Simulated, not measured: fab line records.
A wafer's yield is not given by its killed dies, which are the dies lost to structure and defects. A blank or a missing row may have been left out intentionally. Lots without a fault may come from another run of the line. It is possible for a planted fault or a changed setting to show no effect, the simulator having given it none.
Matching of chambers || flow n5-finfet || 3 sister chambers for N5_BEOL_M1_PRE_CLEAN_60 on cvd-co-02
The step time 15 s. 14 wafers are shown with their chamber, then 7 later ones without.

WAFERS WITH THEIR CHAMBER
{"wafer": "L287.2", "chamber": 2, "heater-power-w (W)": 91}
{"wafer": "L287.4", "chamber": 2, "heater-power-w (W)": 95}
{"wafer": "L287.5", "chamber": 0, "heater-power-w (W)": 83}
{"wafer": "L286.1", "chamber": 2, "heater-power-w (W)": 91}
{"wafer": "L286.3", "chamber": 0, "heater-power-w (W)": 81}
{"wafer": "L286.5", "chamber": 0, "heater-power-w (W)": 82}
{"wafer": "L289.1", "chamber": 1, "heater-power-w (W)": 54}
{"wafer": "L289.2", "chamber": 2, "heater-power-w (W)": 91}
{"wafer": "L289.4", "chamber": 0, "heater-power-w (W)": 82}
{"wafer": "L293.1", "chamber": 1, "heater-power-w (W)": 56}
{"wafer": "L293.3", "chamber": 2, "heater-power-w (W)": 91}
{"wafer": "L293.6", "chamber": 1, "heater-power-w (W)": 54}
{"wafer": "L296.1", "chamber": 2, "heater-power-w (W)": 92}
{"wafer": "L296.5", "chamber": 1, "heater-power-w (W)": 55}

SIGNATURES (averages over the wafers above)
{"reading": "heater-power-w", "chamber 0": 82.00, "chamber 1": 54.75, "chamber 2": 91.83, "scatter within a chamber": 1.26}
Rule: a wafer lies at a distance from a chamber equal to the root of the sum of squares, over the readings, of (its reading less the chamber's mean, divided by the reading's scatter). If the next closest chamber is less than 2 further off than the closest, the wafer can't be placed; otherwise it belongs to the closest. The scatter is the square root of a quotient: the sum, over the shown wafers, of each reading's squared deviation from its chamber's mean, divided by wafers minus chambers.

WAFERS WITHOUT THEIR CHAMBER
{"wafer": "L296.6", "heater-power-w (W)": 90}
{"wafer": "L299.1", "heater-power-w (W)": 55}
{"wafer": "L299.3", "heater-power-w (W)": 82}
{"wafer": "L299.5", "heater-power-w (W)": 90}
{"wafer": "L308.1", "heater-power-w (W)": 82}
{"wafer": "L308.5", "heater-power-w (W)": 94}
{"wafer": "L308.6", "heater-power-w (W)": 55}

EACH ONE'S CHAMBER
{"wafer": "L296.6", "from the rows above": 2, "in truth": 2}
{"wafer": "L299.1", "from the rows above": 1, "in truth": 1}
{"wafer": "L299.3", "from the rows above": 0, "in truth": 0}
{"wafer": "L299.5", "from the rows above": 2, "in truth": 2}
{"wafer": "L308.1", "from the rows above": 0, "in truth": 0}
{"wafer": "L308.5", "from the rows above": 2, "in truth": 2}
{"wafer": "L308.6", "from the rows above": 1, "in truth": 1}
Correctly placed: 7 of 7. From these rows, 0 cannot be placed. Wrongly placed: 0.
